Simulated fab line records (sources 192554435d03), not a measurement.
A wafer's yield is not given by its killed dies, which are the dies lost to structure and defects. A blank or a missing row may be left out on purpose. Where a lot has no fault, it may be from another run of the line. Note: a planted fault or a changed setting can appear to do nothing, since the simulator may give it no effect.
fab line records -- flow n5Finfet -- part 2 of 2: steps 21 to 31 of 31
record lots=5, wafers=15, lastDay=18
route steps=1938 shown BEOL_M9@1403
lots with no fault: from the same line, run without faults
startH: hours from the record's first day to the start of the lot's first wafer shown -- waitH: hours from the lot's prior step to this one -- " unchanged from the row above -- L1.1+2: a single row standing in for several wafers -- - no value, or no start given -- * or withheld: withheld -- < > ~ a bound
route shown NAME@n: a module of which the file shows steps, and the number in the route of the first -- usual: mean and standard deviation over wafers with no fault -- same: alike in all rows -- chamber/n: place in a boat -- sites: per-site readings -- _std_site: standard deviation across them -- _edge_site: the outer-site mean with the inner-site mean subtracted -- radiusMm: how far each site lies from the wafer's centre -- mask NAME#n: copy n -- behind: the last tool/chamber to shape the wafer -- hold: why the lot went on hold/how many hours it stayed there/how the hold came to an end -- device: which transistor (n, p or np) failed to switch -- end of line: the tests these same wafers got at the end of their route -- a step with no rows: only its recipe -- killed: count of dies lost to structure and defects at first sort (not the wafer's yield) -- map: a wafer's dies, x killed, . not, _ none there
set.NAME: setting as actually run; set.NAME@STEP: the setting as run at that earlier step -- model.NAME: the simulator's own value behind a step, which no gauge read
a table for each step, a row for each wafer; lots at some steps of the route
services: from which hour (startH, from the record's first day; less than 0 if before it) a tool's chamber was out of use, for how many hours, and why
## steps
# step N5_BEOL_M9_STRIP_19
# recipe chemistry=O2, powerW=400, tempC=40, pressureMtorr=30, rfFrequencyHz=6e+07, biasPowerW=0, overashFraction=0.2, o2FlowSccm=225
# usual drypumpMotorCurrentA=5.8/0.48, oesProductAu=0.82/0.084, rfVppV=3.7/0.63, showerheadPlenumPTorr=2.09/0.082, throttleValvePct=16.7/0.35
lot.wafer,tool,chamber,startH,waitH,drypumpMotorCurrentA,oesProductAu,rfHoursCounterH,rfVppV,showerheadPlenumPTorr,throttleValvePct
L075.1,rieDiel-06,0,282.64,0.1,5.3,0.73,159,4.2,1.92,17.0
L075.3,rieDiel-06,3,282.64,0.1,6.0,0.69,228,4.3,1.98,17.0
L075.5,rieDiel-06,2,282.64,0.1,6.1,0.87,-,3.4,2.13,16.8
L079.2,rieDiel-02,1,292.28,0.1,6.6,0.83,60,2.8,2.22,16.5
L079.3,rieDiel-02,0,292.28,0.1,6.2,0.90,21,4.6,2.13,16.0
L079.5,rieDiel-02,2,292.28,0.1,5.3,0.77,-,3.2,2.01,16.8
L081.2,rieDiel-02,1,312.86,0.1,6.6,0.83,66,4.2,2.22,16.6
L081.5,rieDiel-02,1,312.86,0.1,6.6,0.82,-,4.3,2.22,16.6
L081.6,rieDiel-02,0,312.86,0.1,6.2,0.89,-,4.2,2.12,16.0
L082.1,rieDiel-02,2,316.65,0.1,5.3,0.76,161,3.9,2.01,16.8
L082.2,rieDiel-02,0,316.65,0.1,6.1,0.89,27,4.0,2.12,16.0
L082.5,rieDiel-02,0,316.65,0.1,6.1,0.89,-,4.5,2.12,16.0
L092.3,rieDiel-06,2,376.25,0.1,6.1,0.84,75,3.5,2.12,16.9
L092.4,rieDiel-06,3,376.25,0.1,6.0,0.99,2,3.7,2.23,16.6
L092.5,rieDiel-06,3,376.25,0.1,6.0,0.98,-,3.3,2.23,16.6
# step N5_BEOL_M9_CD_MEAS_18
# recipe pitchNm=140, targetCdNm=70
# usual cdNm=70.2/0.62
lot.wafer,tool,chamber,startH,waitH,cdNm
L075.1,cdSem-01,-,282.71,0.0,70.9
L075.3,cdSem-01,-,282.71,0.0,70.0
L075.5,cdSem-01,-,282.71,0.0,71.0
L079.2,cdSem-03,-,292.35,0.1,70.0
L079.3,cdSem-03,-,292.35,0.1,70.6
L079.5,cdSem-03,-,292.35,0.1,69.1
L081.2,cdSem-02,-,312.93,0.1,70.6
L081.5,cdSem-02,-,312.93,0.1,70.6
L081.6,cdSem-02,-,312.93,0.1,69.8
L082.1,cdSem-02,-,316.72,0.0,69.7
L082.2,cdSem-02,-,316.72,0.0,69.3
L082.5,cdSem-02,-,316.72,0.0,70.6
L092.3,cdSem-02,-,376.32,0.1,70.5
L092.4,cdSem-02,-,376.32,0.1,69.8
L092.5,cdSem-02,-,376.32,0.1,70.1
# step N5_BEOL_M9_COAT_63
# recipe resist=SOC, tempC=250, timeS=60, spinRpm=1500, resistThkNm=60
# usual chillPlateTempC=23.00/0.11
lot.wafer,tool,chamber,startH,waitH,chillPlateTempC
L075.1,lithoTrack-01,0,285.64,2.9,23.04
L075.3,lithoTrack-01,0,285.64,2.9,23.09
L075.5,lithoTrack-01,0,285.64,2.9,23.15
L079.2,lithoTrack-04,0,293.65,1.3,23.10
L079.3,lithoTrack-04,0,293.65,1.3,23.07
L079.5,lithoTrack-04,0,293.65,1.3,23.14
L081.2,lithoTrack-02,0,314.36,1.4,23.13
L081.5,lithoTrack-02,0,314.36,1.4,23.19
L081.6,lithoTrack-02,0,314.36,1.4,23.10
L082.1,lithoTrack-04,0,318.99,2.3,22.91
L082.2,lithoTrack-04,0,318.99,2.3,22.92
L082.5,lithoTrack-04,0,318.99,2.3,22.99
L092.3,lithoTrack-01,0,377.35,1.0,23.12
L092.4,lithoTrack-01,0,377.35,1.0,23.07
L092.5,lithoTrack-01,0,377.35,1.0,23.04
# step N5_BEOL_M9_COAT_64
# recipe resist=SiARC, tempC=220, timeS=60, spinRpm=1500, resistThkNm=12
# usual chillPlateTempC=23.01/0.08
lot.wafer,tool,chamber,startH,waitH,chillPlateTempC
L075.1,lithoTrack-01,0,-,-,23.03
L075.3,lithoTrack-01,0,-,-,22.97
L075.5,lithoTrack-01,0,-,-,22.90
L079.2,lithoTrack-04,0,-,-,23.04
L079.3,lithoTrack-04,0,-,-,22.92
L079.5,lithoTrack-04,0,-,-,23.04
L081.2,lithoTrack-02,0,-,-,23.00
L081.5,lithoTrack-02,0,-,-,22.99
L081.6,lithoTrack-02,0,-,-,22.95
L082.1,lithoTrack-04,0,-,-,23.06
L082.2,lithoTrack-04,0,-,-,23.15
L082.5,lithoTrack-04,0,-,-,23.10
L092.3,lithoTrack-01,0,-,-,23.17
L092.4,lithoTrack-01,0,-,-,23.05
L092.5,lithoTrack-01,0,-,-,23.11
# step N5_BEOL_M9_COAT_75
# recipe resist=underlayer, tempC=205, timeS=60, spinRpm=1500, resistThkNm=5
# usual chillPlateTempC=22.98/0.094
lot.wafer,tool,chamber,startH,waitH,chillPlateTempC
L075.1,lithoTrack-01,0,-,-,22.99
L075.3,lithoTrack-01,0,-,-,23.19
L075.5,lithoTrack-01,0,-,-,23.05
L079.2,lithoTrack-04,0,-,-,23.07
L079.3,lithoTrack-04,0,-,-,23.00
L079.5,lithoTrack-04,0,-,-,23.02
L081.2,lithoTrack-02,0,-,-,22.97
L081.5,lithoTrack-02,0,-,-,23.04
L081.6,lithoTrack-02,0,-,-,22.90
L082.1,lithoTrack-04,0,-,-,22.96
L082.2,lithoTrack-04,0,-,-,22.96
L082.5,lithoTrack-04,0,-,-,23.06
L092.3,lithoTrack-01,0,-,-,23.01
L092.4,lithoTrack-01,0,-,-,22.91
L092.5,lithoTrack-01,0,-,-,22.98
# step N5_BEOL_M9_COAT_22
# recipe resist=CAR-EUV, spinRpm=1500, resistThkNm=30
# usual chillPlateTempC=23.02/0.11
lot.wafer,tool,chamber,startH,waitH,chillPlateTempC
L075.1,lithoTrack-01,0,-,-,23.13
L075.3,lithoTrack-01,0,-,-,23.11
L075.5,lithoTrack-01,0,-,-,23.21
L079.2,lithoTrack-04,0,-,-,23.06
L079.3,lithoTrack-04,0,-,-,22.96
L079.5,lithoTrack-04,0,-,-,23.01
L081.2,lithoTrack-02,0,-,-,23.04
L081.5,lithoTrack-02,0,-,-,23.07
L081.6,lithoTrack-02,0,-,-,23.03
L082.1,lithoTrack-04,0,-,-,23.06
L082.2,lithoTrack-04,0,-,-,23.12
L082.5,lithoTrack-04,0,-,-,23.19
L092.3,lithoTrack-01,0,-,-,23.10
L092.4,lithoTrack-01,0,-,-,23.11
L092.5,lithoTrack-01,0,-,-,23.15
# step N5_BEOL_M9_EBR_24
# recipe solvent=PGMEA, ebrWidthMm=1.5
# usual chillPlateTempC=22.99/0.099
lot.wafer,tool,chamber,startH,waitH,chillPlateTempC
L075.1,lithoTrack-01,0,-,-,23.19
L075.3,lithoTrack-01,0,-,-,22.92
L075.5,lithoTrack-01,0,-,-,23.06
L079.2,lithoTrack-04,0,-,-,22.91
L079.3,lithoTrack-04,0,-,-,23.00
L079.5,lithoTrack-04,0,-,-,23.05
L081.2,lithoTrack-02,0,-,-,22.98
L081.5,lithoTrack-02,0,-,-,22.84
L081.6,lithoTrack-02,0,-,-,22.92
L082.1,lithoTrack-04,0,-,-,22.97
L082.2,lithoTrack-04,0,-,-,22.90
L082.5,lithoTrack-04,0,-,-,23.13
L092.3,lithoTrack-01,0,-,-,22.98
L092.4,lithoTrack-01,0,-,-,23.11
L092.5,lithoTrack-01,0,-,-,22.84
# step N5_BEOL_M9_SOFTBAKE_23
# recipe tempC=110, timeS=60, resist=CAR-EUV
# usual chillPlateTempC=22.97/0.11
lot.wafer,tool,chamber,startH,waitH,chillPlateTempC
L075.1,lithoTrack-01,0,-,-,23.00
L075.3,lithoTrack-01,0,-,-,22.94
L075.5,lithoTrack-01,0,-,-,22.83
L079.2,lithoTrack-04,0,-,-,23.06
L079.3,lithoTrack-04,0,-,-,22.96
L079.5,lithoTrack-04,0,-,-,22.86
L081.2,lithoTrack-02,0,-,-,22.94
L081.5,lithoTrack-02,0,-,-,22.88
L081.6,lithoTrack-02,0,-,-,22.96
L082.1,lithoTrack-04,0,-,-,22.95
L082.2,lithoTrack-04,0,-,-,22.91
L082.5,lithoTrack-04,0,-,-,22.97
L092.3,lithoTrack-01,0,-,-,22.79
L092.4,lithoTrack-01,0,-,-,22.75
L092.5,lithoTrack-01,0,-,-,22.87
# step N5_BEOL_M9_EXPOSE_25
# recipe maskId=V8, na=0.33, sourceShape=annular, sigmaInner=0.4, sigmaOuter=0.8, polarization=unpolarized, doseMj=37.25
# same sigmaOuter=0.8
lot.wafer,tool,chamber,startH,waitH,mask
L075.1+3+5,euvScanner-02,0,285.78,-,V8#0
L079.2+3+5,euvScanner-02,0,293.80,-,V8#0
L081.2+5+6,euvScanner-01,0,314.50,-,V8#0
L082.1+2+5,euvScanner-01,0,319.25,-,V8#0
L092.3+4+5,euvScanner-01,0,377.50,-,V8#0
# step N5_BEOL_M9_PEB_26
# recipe pebTempC=100, pebTimeS=60, resist=CAR-EUV
# usual chillPlateTempC=23.00/0.1
lot.wafer,tool,chamber,startH,waitH,chillPlateTempC
L075.1,lithoTrack-01,0,285.84,0.1,22.84
L075.3,lithoTrack-01,0,285.84,0.1,22.72
L075.5,lithoTrack-01,0,285.84,0.1,22.84
L079.2,lithoTrack-04,0,293.85,0.0,23.11
L079.3,lithoTrack-04,0,293.85,0.0,23.04
L079.5,lithoTrack-04,0,293.85,0.0,23.00
L081.2,lithoTrack-04,0,314.56,0.0,22.93
L081.5,lithoTrack-04,0,314.56,0.0,23.08
L081.6,lithoTrack-04,0,314.56,0.0,23.03
L082.1,lithoTrack-02,0,319.31,0.1,23.08
L082.2,lithoTrack-02,0,319.31,0.1,23.15
L082.5,lithoTrack-02,0,319.31,0.1,22.87
L092.3,lithoTrack-01,0,377.55,0.0,22.94
L092.4,lithoTrack-01,0,377.55,0.0,23.02
L092.5,lithoTrack-01,0,377.55,0.0,23.14
# step N5_BEOL_M9_DEVELOP_27
# recipe developTimeS=30, developer=TMAH, resist=CAR-EUV, rinseLiquid=surfactantRinse, dry=airSpin, devTempC=23
# usual chillPlateTempC=23.02/0.1
lot.wafer,tool,chamber,startH,waitH,chillPlateTempC
L075.1,lithoTrack-01,0,-,-,23.03
L075.3,lithoTrack-01,0,-,-,23.08
L075.5,lithoTrack-01,0,-,-,23.04
L079.2,lithoTrack-04,0,-,-,23.18
L079.3,lithoTrack-04,0,-,-,23.09
L079.5,lithoTrack-04,0,-,-,23.10
L081.2,lithoTrack-04,0,-,-,23.04
L081.5,lithoTrack-04,0,-,-,23.13
L081.6,lithoTrack-04,0,-,-,22.96
L082.1,lithoTrack-02,0,-,-,23.16
L082.2,lithoTrack-02,0,-,-,23.20
L082.5,lithoTrack-02,0,-,-,23.09
L092.3,lithoTrack-01,0,-,-,23.04
L092.4,lithoTrack-01,0,-,-,22.80
L092.5,lithoTrack-01,0,-,-,23.00
## services
tool,chamber,startH,hours,kind
arfiScanner-02,-,261.66,1.0,pm
euvScanner-01,-,269.28,1.0,pm
arfiScanner-02,-,277.78,3.9,pm
euvScanner-02,-,282.73,0.3,repair
arfiScanner-02,-,282.95,0.8,repair
arfiScanner-01,-,286.66,5.5,repair
euvScanner-02,-,287.98,1.0,pm
arfiScanner-02,-,293.63,0.8,pm
pecvd-03,-,296.50,5.5,pm
euvScanner-02,-,298.56,5.8,pm
rieDiel-06,-,299.45,1.1,repair
euvScanner-01,-,312.57,1.5,repair
euvScanner-01,-,325.43,1.0,pm
arfiScanner-01,-,327.77,4.9,pm
euvScanner-01,-,331.00,4.6,pm
arfiScanner-01,-,334.18,0.4,repair
euvScanner-01,-,335.62,0.2,repair
arfiScanner-01,-,337.26,1.3,repair
arfiScanner-01,-,339.46,0.9,repair
euvScanner-02,-,344.13,1.0,pm
arfiScanner-01,-,344.55,0.8,pm
pecvd-03,-,346.72,1.8,repair
rieDiel-02,0,347.03,9.0,repair
rieDiel-06,1,354.73,9.2,repair
